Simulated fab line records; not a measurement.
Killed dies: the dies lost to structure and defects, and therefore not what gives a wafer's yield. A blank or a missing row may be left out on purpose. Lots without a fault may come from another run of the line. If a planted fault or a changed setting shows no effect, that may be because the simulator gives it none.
Chamber matching	flow n5Finfet	rieDiel-01 running N5_GATE_CUT_DESCUM_18: 4 sister chambers
The step chemistry O2, time 7 s. 16 wafers are shown with their chamber, then 8 later ones without.

== WAFERS, EACH WITH ITS CHAMBER ==
wafer	chamber	showerheadPlenumPTorr (Torr)	drypumpMotorCurrentA (A)	throttleValvePct (%)
L076.1	1	2.02	5.9	20.04
L076.2	3	2.11	6.7	20.44
L076.4	2	2.07	6.0	20.84
L078.3	2	2.07	6.1	20.85
L078.5	2	2.07	6.1	20.83
L078.6	1	2.02	5.9	20.04
L081.2	3	2.11	6.7	20.46
L081.4	2	2.07	6.0	20.85
L081.5	3	2.11	6.7	20.47
L084.3	1	2.02	5.8	20.07
L084.5	1	2.02	5.9	20.05
L084.6	0	2.08	6.1	20.45
L089.3	2	2.07	6.0	20.54
L089.5	1	2.01	5.9	20.07
L089.6	2	2.07	6.1	20.56
L091.2	3	2.10	6.6	20.48

SIGNATURES (averages over the wafers above)
reading	chamber 0	chamber 1	chamber 2	chamber 3	scatter within a chamber
showerheadPlenumPTorr	2.0800	2.0180	2.0700	2.1075	0.00359
drypumpMotorCurrentA	6.100	5.880	6.050	6.675	0.0504
throttleValvePct	20.4500	20.0540	20.7450	20.4625	0.0985
Rule: a wafer lies at a distance from a chamber equal to the root of the sum of squares, over the readings, of (its reading less the chamber's mean, divided by the reading's scatter). If the next closest chamber is less than 2 further off than the closest, the wafer can't be placed; otherwise it belongs to the closest. How the scatter is found: for the shown wafers, subtract from each reading the mean of its chamber, square and add these, divide the total by (wafers less chambers), then take the root.

== WAFERS WHOSE CHAMBER IS MISSING ==
wafer	showerheadPlenumPTorr (Torr)	drypumpMotorCurrentA (A)	throttleValvePct (%)
L091.3	2.07	6.1	20.49
L091.6	2.07	6.1	20.49
L094.1	2.06	6.1	20.55
L094.2	2.07	6.1	20.49
L094.4	2.10	6.7	20.49
L096.3	2.01	5.9	20.09
L096.5	2.01	5.9	20.11
L096.6	2.07	6.1	20.48

== EACH ONE'S CHAMBER ==
wafer	from the rows above	in truth
L091.3	can't be placed: 2 or 0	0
L091.6	can't be placed: 2 or 0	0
L094.1	2	2
L094.2	can't be placed: 2 or 0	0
L094.4	3	3
L096.3	1	1
L096.5	1	1
L096.6	can't be placed: 0 or 2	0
Placed correctly: 4 of 8. Not placeable from these rows: 4 (in 4, the candidates include the true chamber). Number placed wrongly: 0.
